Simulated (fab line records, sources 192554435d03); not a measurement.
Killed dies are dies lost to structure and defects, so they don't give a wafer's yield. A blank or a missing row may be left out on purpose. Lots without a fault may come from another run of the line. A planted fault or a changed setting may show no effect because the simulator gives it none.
Chamber matching | flow n5_finfet | N5_BEOL_M5_CURE_80 on uv_cure-01: 3 sister chambers
The step cures SiCOH lowk, time 120 s. 6 wafers are shown with their chamber, then 8 later ones without.

WAFERS WITH THEIR CHAMBER
wafer  | chamber | lamp_power_pct (%) | wafer_temp_C_max
L076.3 | 2       | 52.40              | 372.3
L076.4 | 2       | 52.38              | 371.2
L083.2 | 1       | 52.24              | 371.1
L083.5 | 1       | 52.31              | 371.3
L085.6 | 0       | 52.25              | 371.7
L096.1 | 0       | 52.22              | 371.6

WAFERS WITHOUT THEIR CHAMBER
wafer  | lamp_power_pct (%) | wafer_temp_C_max
L096.2 | 52.33              | 371.3
L096.6 | 52.26              | 372.4
L097.1 | 52.32              | 371.6
L097.3 | 52.34              | 371.2
L097.5 | 52.36              | 371.0
L097.2 | 52.34              | 371.6
L097.4 | 52.31              | 371.4
L097.6 | 52.24              | 371.3

WHICH CHAMBER EACH WENT THROUGH
wafer  | from the rows above          | in truth
L096.2 | can't be placed: 1 or 2 or 0 | 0
L096.6 | can't be placed: 0 or 1      | 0
L097.1 | can't be placed: 1 or 2 or 0 | 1
L097.3 | can't be placed: 2 or 1 or 0 | 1
L097.5 | can't be placed: 2 or 1      | 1
L097.2 | can't be placed: 2 or 1 or 0 | 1
L097.4 | can't be placed: 1 or 0 or 2 | 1
L097.6 | can't be placed: 0 or 1      | 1
Placed correctly: 0 of 8. Can't be placed from these rows: 8 (the true chamber is among the candidates in 8). Placed wrongly: 0.
How it was worked out, from the rows above alone: a wafer's distance from a chamber is the root of the sum, over the readings, of the square of ((its reading less the chamber's mean) divided by the reading's scatter). The wafer belongs to the nearest chamber; if the next one is less than 2 further off, it can't be placed. A chamber's mean is the mean of its shown wafers. The scatter: the root of (the sum of the squares of (reading less its chamber's mean) over the shown wafers, divided by (wafers less chambers)).
